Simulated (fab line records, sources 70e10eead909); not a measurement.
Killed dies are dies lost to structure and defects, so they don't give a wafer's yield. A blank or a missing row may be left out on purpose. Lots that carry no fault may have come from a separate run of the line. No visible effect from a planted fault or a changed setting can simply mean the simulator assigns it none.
A lot that was struck, set against a sound lot | flow nand harc | 15 out of 1302 route steps
Sound: wafers L714.3, L714.5, L714.6. Struck: wafer L707.5 (L707.2, L707.4, from the same lot, were not struck and are left out); the cause is given at the end.
Order at every step that has rows: each side's tool, ch and its chambers, its first start. Under that, the readings that differ: sound wafers | struck wafers | difference of the means | sigmas: that difference in standard deviations of wafers without a fault.
alike: a reading whose means differ by less than 2 such deviations, as well as words and numbers matching on both sides. not compared: withheld readings; readings where some wafer has no value; bounds like >300 that might hide an equal value; numbers whose values overlap and for which the record gives no deviation.
A row with sigmas, a row that says differs or no value, or rows on one side alone: a step with any of these is where the two part. When numbers do not overlap yet have no deviation, they are printed without sigmas and do not part them. A reading that every wafer of one side lacks parts them only if that side has two wafers or more.

first, 6 steps without rows for these wafers: NHARC_A_CHANNEL_HOLE_D2_COAT_04 (resist thk 90 nm); NHARC_A_CHANNEL_HOLE_D2_SOFTBAKE_05 (time 55 s); NHARC_A_CHANNEL_HOLE_D2_EBR_06; NHARC_A_CHANNEL_HOLE_D2_EXPOSE_07 (exposes mask HOLE D2, target cd 100 nm); NHARC_A_CHANNEL_HOLE_D2_PEB_08 (peb time 65 s); NHARC_A_CHANNEL_HOLE_D2_DEVELOP_09 (develop time 35 s).
NHARC_A_CHANNEL_HOLE_D2_CD_MEAS_10: target cd 100 nm.
  sound on cd sem-02 ch 0, day 19 13:29; struck on cd sem-03 ch 0, day 16 11:59
  alike: cd nm
NHARC_A_CHANNEL_HOLE_D2_OVL_MEAS_11:
  sound: overlay-01 at day 19 13:34; struck: overlay-02 at day 16 12:04
  reading           | sound        | struck | difference | sigmas
  overlay x nm (nm) | 0.1 -0.4 0.2 | 1.8    | +1.8       | +2
  alike: overlay y nm
NHARC_A_CHANNEL_HOLE_D2_INSPECT_12:
  sound: defect inspect-01 at day 19 13:37; struck: defect inspect-02 at day 16 12:06
  alike: raw defect count
NHARC_A_CHANNEL_HOLE_D2_DESCUM_15: chemistry O2, time 3 s.
  sound on rie diel-05 ch 0,1, day 19 13:41; struck on rie diel-12 ch 3, day 16 12:11
  reading                         | sound             | struck | difference | sigmas
  oes product au (a.u.)           | 0.984 0.985 0.975 | 1.005  | +0.024     | +2
  rf vpp V (V)                    | 58.6 58.1 59.8    | 56.2   | -2.6       | -3
  showerhead plenum p Torr (Torr) | 2.03 1.99 2.03    | 1.83   | -0.19      | -2
  alike: chamber pressure mTorr, drypump motor current A, throttle valve pct
  not compared: rf hours counter h
NHARC_A_CHANNEL_HOLE_D2_ETCH_38: etches the open film in CF4, target depth 39 nm, time 65 s.
  sound on rie diel-05 ch 0,1, day 19 13:47; struck on rie diel-12 ch 0, day 16 12:15
  reading                        | sound             | struck | difference | sigmas
  chamber pressure mTorr (mTorr) | 49.98 50.07 50.03 | 49.92  | -0.11      | -2
  alike: cf4 flow sccm, drypump motor current A, oes product au, rf vpp V, showerhead plenum p Torr, throttle valve pct
  not compared: rf hours counter h
NHARC_A_CHANNEL_HOLE_D2_ETCH_39: etches the open film in N2/H2, target depth 260 nm, time 325 s.
  sound on rie diel-05 ch 0,1; struck on rie diel-12 ch 0
  alike: chamber pressure mTorr, drypump motor current A, oes product au, rf vpp V, showerhead plenum p Torr, throttle valve pct
  not compared: rf hours counter h
NHARC_A_CHANNEL_HOLE_D2_ETCH_34: etches the open film in CF4/CHF3, target depth 154 nm, time 77 s.
  sound on rie diel-05 ch 1,2, day 19 14:13; struck on rie diel-12 ch 1, day 16 12:36
  reading               | sound             | struck | difference | sigmas
  oes product au (a.u.) | 0.951 0.946 0.960 | 0.889  | -0.063     | -4
  alike: cf4 flow sccm, chamber pressure mTorr, drypump motor current A, rf vpp V, showerhead plenum p Torr, throttle valve pct
  not compared: rf hours counter h
NHARC_A_CHANNEL_HOLE_D2_ETCH_16: etches the open film in O2/COS, target depth 3100 nm, time 806 s.
  sound on rie diel-05 ch 1,2; struck on rie diel-12 ch 3
  reading                        | sound                | struck | difference | sigmas
  chamber pressure mTorr (mTorr) | 19.998 20.021 20.026 | 19.964 | -0.051     | -3
  alike: drypump motor current A, oes product au, rf vpp V, showerhead plenum p Torr, throttle valve pct
  not compared: rf hours counter h
-- jump in the record: it breaks off in module A_CHANNEL_HOLE_D2 and resumes in module END (first step shown: number 1302 of the route), and 12 days separate the struck wafers' starts before and after --
NHARC_END_SORT_01:
  here the record holds rows for the struck wafers (prober-01 ch 0, day 28 00:47) but none for the sound ones

== WHERE THEY PART ==
Earliest at NHARC_A_CHANNEL_HOLE_D2_OVL_MEAS_11; latest, in this record, at NHARC_END_SORT_01.

WHY: whatever the simulator had introduced
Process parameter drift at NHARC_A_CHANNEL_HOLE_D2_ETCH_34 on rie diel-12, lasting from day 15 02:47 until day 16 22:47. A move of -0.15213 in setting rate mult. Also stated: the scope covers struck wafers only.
